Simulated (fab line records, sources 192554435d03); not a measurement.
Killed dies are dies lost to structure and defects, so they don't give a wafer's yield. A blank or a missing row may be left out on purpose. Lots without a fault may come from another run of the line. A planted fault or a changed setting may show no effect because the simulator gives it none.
Which tool did it? | flow n5_finfet | 23 lots, 69 wafers sampled, at 1 step of a route of 1938

WHAT THE GAUGES READ, wafer by wafer
N5_WELL_APT_INSPECT_27: inspects for defects (macro). Usual: raw_defect_count 1.9, standard deviation 1.4.
lot  | measured    | on                | raw_defect_count | flag
L074 | day 1 15:26 | defect_inspect-01 | 3 2 1            |
L075 | day 1 20:53 | defect_inspect-01 | 0 1 0            |
L076 | day 2 03:14 | defect_inspect-01 | 3 3 6            |
L078 | day 2 15:08 | defect_inspect-02 | 3 1 0            |
L079 | day 2 21:01 | defect_inspect-02 | 0 1 2            |
L080 | day 3 03:10 | defect_inspect-02 | 2 0 0            |
L081 | day 3 09:11 | defect_inspect-01 | 2 0 3            |
L082 | day 3 16:02 | defect_inspect-01 | 2 1 1            |
L083 | day 3 21:05 | defect_inspect-02 | 4 5 2            |
L084 | day 4 03:00 | defect_inspect-01 | 1 0 1            |
L085 | day 4 08:53 | defect_inspect-02 | 2 2 2            |
L086 | day 4 15:07 | defect_inspect-02 | 3 3 1            |
L087 | day 4 20:53 | defect_inspect-02 | 5 3 0            |
L088 | day 5 03:00 | defect_inspect-01 | 1 2 2            |
L089 | day 5 09:11 | defect_inspect-01 | 2 1 2            |
L090 | day 5 15:05 | defect_inspect-02 | 3 3 2            |
L091 | day 5 21:19 | defect_inspect-01 | 1 2 2            |
L092 | day 6 03:52 | defect_inspect-02 | 1 0 2            |
L093 | day 6 08:52 | defect_inspect-01 | 3 3 2            |
L094 | day 6 15:04 | defect_inspect-02 | 1 2 2            |
L095 | day 6 20:52 | defect_inspect-02 | 2 1 1            |
L096 | day 7 03:05 | defect_inspect-02 | 4 0 2            |
L097 | day 7 08:52 | defect_inspect-01 | 1 2 0            |

WHICH TOOL RAN EACH LOT (tool, then ch and the chambers of the sampled wafers, then the start)
The record holds no process step before these readings.

WHAT THE TOOLS THEMSELVES READ (means of the sampled wafers that have a number; where no wafer has one, the mark that the record gives instead)
The record holds no such reading with a usual standard deviation.

THE ANSWER, worked out from the rows above alone
Rule: a lot is off if the mean of its wafers that have a number lies more than 3 standard deviations from the usual mean. A lot without any number at a reading at which 4 lots or more have one is off too. The other lots that the step has rows for count as sound. The gauges are gone through in route order, then the tools' own readings, and for those a lot's mean is taken as printed above. The first step at which some lot is off is used, and at that step the reading that is off furthest; a lot without a number counts as furthest.
No lot is off at any reading shown: from this, nothing can be told.

WHAT THE SIMULATOR HAD PUT IN
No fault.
